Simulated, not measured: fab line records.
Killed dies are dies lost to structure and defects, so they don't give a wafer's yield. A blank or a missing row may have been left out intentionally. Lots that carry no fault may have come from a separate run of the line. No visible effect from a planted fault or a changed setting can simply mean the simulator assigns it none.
Struck lot and sound lot, side by side -- flow nand harc -- 15 out of 1159 route steps
Sound: wafers L554.2, L554.5, L554.6. Wafers struck: L557.2, L557.3, L557.6. At the end, the cause is stated.
Order at every step that has rows: each side's tool, ch and its chambers, its first start. Under that, the readings that differ: sound wafers -- struck wafers -- difference of the means -- sigmas: that difference in standard deviations of wafers without a fault.
alike: words and numbers the same on both sides, and readings whose means are apart by under 2 such deviations; not compared: readings that were withheld, readings missing a value for some wafer, numbers with overlapping values and no deviation given by the record, and bounds like >300 which may hide the same value.
A row with sigmas, a row that says differs or no value, or rows on one side alone: a step with any of these is where the two part. Non-overlapping numbers with no deviation appear without sigmas and do not part them. A reading missing from all wafers of one side parts the sides only when that side holds two or more wafers.

first, 8 steps without rows for these wafers: NHARC_A_CONTACT_COAT_86 (time 75 s); NHARC_A_CONTACT_COAT_87 (time 65 s); NHARC_A_CONTACT_COAT_02 (resist thk 90 nm); NHARC_A_CONTACT_SOFTBAKE_03 (time 55 s); NHARC_A_CONTACT_EBR_04; NHARC_A_CONTACT_EXPOSE_05 (exposes mask A CC); NHARC_A_CONTACT_PEB_06 (peb time 65 s); NHARC_A_CONTACT_DEVELOP_07 (develop time 35 s).
NHARC_A_CONTACT_CD_MEAS_08: target cd 100 nm.
  sound on cd sem-03 ch 0, day 17 01:17; struck on cd sem-03 ch 0, day 17 12:14
  alike: cd nm
NHARC_A_CONTACT_OVL_MEAS_09:
  sound: overlay-02 at day 17 01:23; struck: overlay-01 at day 17 12:20
reading,sound,struck,difference,sigmas
overlay y nm (nm),1.2 1.4 1.3,-0.5 -0.4 -0.8,-1.9,-2
  alike: overlay x nm
NHARC_A_CONTACT_INSPECT_10:
  sound: defect inspect-01 at day 17 01:25; struck: defect inspect-02 at day 17 12:22
  alike: raw defect count
NHARC_A_CONTACT_DESCUM_13: chemistry O2, time 3 s.
  sound on rie diel-08 ch 0,1,3, day 17 01:30; struck on rie diel-05 ch 0,1,3, day 17 12:26
  alike: drypump motor current A, oes product au, rf vpp V, showerhead plenum p Torr, throttle valve pct
  not compared: rf hours counter h
NHARC_A_CONTACT_ETCH_88: etches the open film in CF4, target depth 39 nm, time 65 s.
  sound on rie diel-08 ch 1,2,3, day 17 01:35; struck on rie diel-05 ch 2,3, day 17 12:31
reading,sound,struck,difference,sigmas
run length s (s),85.7 86.5 85.5,70.5 70.3 70.8,-15.4,-38
  alike: drypump motor current A, oes product au, rf vpp V, showerhead plenum p Torr, throttle valve pct
  not compared: rf hours counter h
NHARC_A_CONTACT_ETCH_89: etches the open film in N2/H2, target depth 260 nm, time 475.3 s.
  sound on rie diel-08 ch 1,2,3; struck on rie diel-05 ch 1,3
  alike: drypump motor current A, oes product au, rf vpp V, run length s, showerhead plenum p Torr, throttle valve pct
  not compared: rf hours counter h
-- break in the record here, with 3 days between the starts of the struck wafers on either side (left off in module A_CONTACT, picked up again in module END, where the first step shown is number 1159 on the route) --
NHARC_END_SORT_01:
  the record has rows for the struck wafers here (prober-01 ch 0, day 20 10:43) and none for the sound ones

## WHERE THEY PART
Last at NHARC_END_SORT_01 as far as this record goes, first at NHARC_A_CONTACT_OVL_MEAS_09.

WHY: the cause the simulator had injected
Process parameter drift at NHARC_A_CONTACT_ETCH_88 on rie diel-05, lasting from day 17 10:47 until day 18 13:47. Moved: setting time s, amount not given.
